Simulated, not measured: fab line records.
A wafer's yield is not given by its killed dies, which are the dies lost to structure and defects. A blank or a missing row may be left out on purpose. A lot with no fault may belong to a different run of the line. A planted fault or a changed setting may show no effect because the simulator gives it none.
Chamber matching :: flow n5-finfet :: 4 sister chambers for N5_BEOL_M8_STRIP_67 on rie-diel-02
The step strips in CF4. 18 wafers are shown with their chamber, then 9 later ones without.

## EACH WAFER AND ITS CHAMBER
wafer: L076.4
chamber: 1
showerhead-plenum-p-Torr (Torr): 1.76
throttle-valve-pct (%): 13.33
drypump-motor-current-A (A): 5.4

wafer: L076.5
chamber: 0
showerhead-plenum-p-Torr (Torr): 1.78
throttle-valve-pct (%): 13.92
drypump-motor-current-A (A): 5.6

wafer: L076.6
chamber: 3
showerhead-plenum-p-Torr (Torr): 1.79
throttle-valve-pct (%): 13.67
drypump-motor-current-A (A): 4.9

wafer: L077.1
chamber: 0
showerhead-plenum-p-Torr (Torr): 1.78
throttle-valve-pct (%): 13.90
drypump-motor-current-A (A): 5.6

wafer: L077.2
chamber: 2
showerhead-plenum-p-Torr (Torr): 1.71
throttle-valve-pct (%): 13.92
drypump-motor-current-A (A): 5.1

wafer: L077.6
chamber: 3
showerhead-plenum-p-Torr (Torr): 1.79
throttle-valve-pct (%): 13.69
drypump-motor-current-A (A): 4.9

wafer: L080.1
chamber: 1
showerhead-plenum-p-Torr (Torr): 1.75
throttle-valve-pct (%): 13.36
drypump-motor-current-A (A): 5.4

wafer: L080.3
chamber: 0
showerhead-plenum-p-Torr (Torr): 1.78
throttle-valve-pct (%): 13.94
drypump-motor-current-A (A): 5.6

wafer: L080.4
chamber: 3
showerhead-plenum-p-Torr (Torr): 1.79
throttle-valve-pct (%): 13.67
drypump-motor-current-A (A): 4.9

wafer: L083.1
chamber: 2
showerhead-plenum-p-Torr (Torr): 1.71
throttle-valve-pct (%): 13.93
drypump-motor-current-A (A): 5.0

wafer: L083.2
chamber: 1
showerhead-plenum-p-Torr (Torr): 1.75
throttle-valve-pct (%): 13.36
drypump-motor-current-A (A): 5.3

wafer: L083.6
chamber: 2
showerhead-plenum-p-Torr (Torr): 1.71
throttle-valve-pct (%): 13.94
drypump-motor-current-A (A): 5.0

wafer: L085.1
chamber: 0
showerhead-plenum-p-Torr (Torr): 1.78
throttle-valve-pct (%): 13.96
drypump-motor-current-A (A): 5.6

wafer: L085.2
chamber: 2
showerhead-plenum-p-Torr (Torr): 1.70
throttle-valve-pct (%): 13.95
drypump-motor-current-A (A): 5.0

wafer: L085.4
chamber: 1
showerhead-plenum-p-Torr (Torr): 1.75
throttle-valve-pct (%): 13.35
drypump-motor-current-A (A): 5.4

wafer: L088.1
chamber: 1
showerhead-plenum-p-Torr (Torr): 1.75
throttle-valve-pct (%): 13.36
drypump-motor-current-A (A): 5.3

wafer: L088.2
chamber: 0
showerhead-plenum-p-Torr (Torr): 1.78
throttle-valve-pct (%): 13.96
drypump-motor-current-A (A): 5.6

wafer: L088.3
chamber: 3
showerhead-plenum-p-Torr (Torr): 1.79
throttle-valve-pct (%): 13.72
drypump-motor-current-A (A): 4.9

SIGNATURES, as means of the wafers listed above
reading: showerhead-plenum-p-Torr
chamber 0: 1.7800
chamber 1: 1.7520
chamber 2: 1.7075
chamber 3: 1.7900
scatter within a chamber: 0.00333

reading: throttle-valve-pct
chamber 0: 13.9360
chamber 1: 13.3520
chamber 2: 13.9350
chamber 3: 13.6875
scatter within a chamber: 0.02

reading: drypump-motor-current-A
chamber 0: 5.600
chamber 1: 5.360
chamber 2: 5.025
chamber 3: 4.900
scatter within a chamber: 0.0373
Rule: a wafer's distance from a chamber is the root of the sum, over the readings, of the square of ((its reading less the chamber's mean) divided by the reading's scatter). If the next closest chamber is less than 2 further off than the closest, the wafer can't be placed; otherwise it belongs to the closest. The scatter: the root of (the sum of the squares of (reading less its chamber's mean) over the shown wafers, divided by (wafers less chambers)).

## WAFERS WITH NO CHAMBER GIVEN
wafer: L086.1
showerhead-plenum-p-Torr (Torr): 1.79
throttle-valve-pct (%): 13.72
drypump-motor-current-A (A): 4.9

wafer: L086.3
showerhead-plenum-p-Torr (Torr): 1.75
throttle-valve-pct (%): 13.37
drypump-motor-current-A (A): 5.4

wafer: L086.4
showerhead-plenum-p-Torr (Torr): 1.70
throttle-valve-pct (%): 13.96
drypump-motor-current-A (A): 5.0

wafer: L087.3
showerhead-plenum-p-Torr (Torr): 1.78
throttle-valve-pct (%): 13.97
drypump-motor-current-A (A): 5.6

wafer: L087.5
showerhead-plenum-p-Torr (Torr): 1.70
throttle-valve-pct (%): 13.95
drypump-motor-current-A (A): 5.0

wafer: L087.6
showerhead-plenum-p-Torr (Torr): 1.75
throttle-valve-pct (%): 13.37
drypump-motor-current-A (A): 5.4

wafer: L096.1
showerhead-plenum-p-Torr (Torr): 1.77
throttle-valve-pct (%): 14.04
drypump-motor-current-A (A): 5.6

wafer: L096.3
showerhead-plenum-p-Torr (Torr): 1.75
throttle-valve-pct (%): 13.43
drypump-motor-current-A (A): 5.4

wafer: L096.5
showerhead-plenum-p-Torr (Torr): 1.74
throttle-valve-pct (%): 13.42
drypump-motor-current-A (A): 5.3

## WHICH CHAMBER EACH WENT THROUGH
wafer: L086.1
from the rows above: 3
in truth: 3

wafer: L086.3
from the rows above: 1
in truth: 1

wafer: L086.4
from the rows above: 2
in truth: 2

wafer: L087.3
from the rows above: 0
in truth: 0

wafer: L087.5
from the rows above: 2
in truth: 2

wafer: L087.6
from the rows above: 1
in truth: 1

wafer: L096.1
from the rows above: 0
in truth: 0

wafer: L096.3
from the rows above: 1
in truth: 1

wafer: L096.5
from the rows above: 1
in truth: 1
9 of 9 placed correctly. Left unplaced by these rows: 0. Wrongly placed: 0.
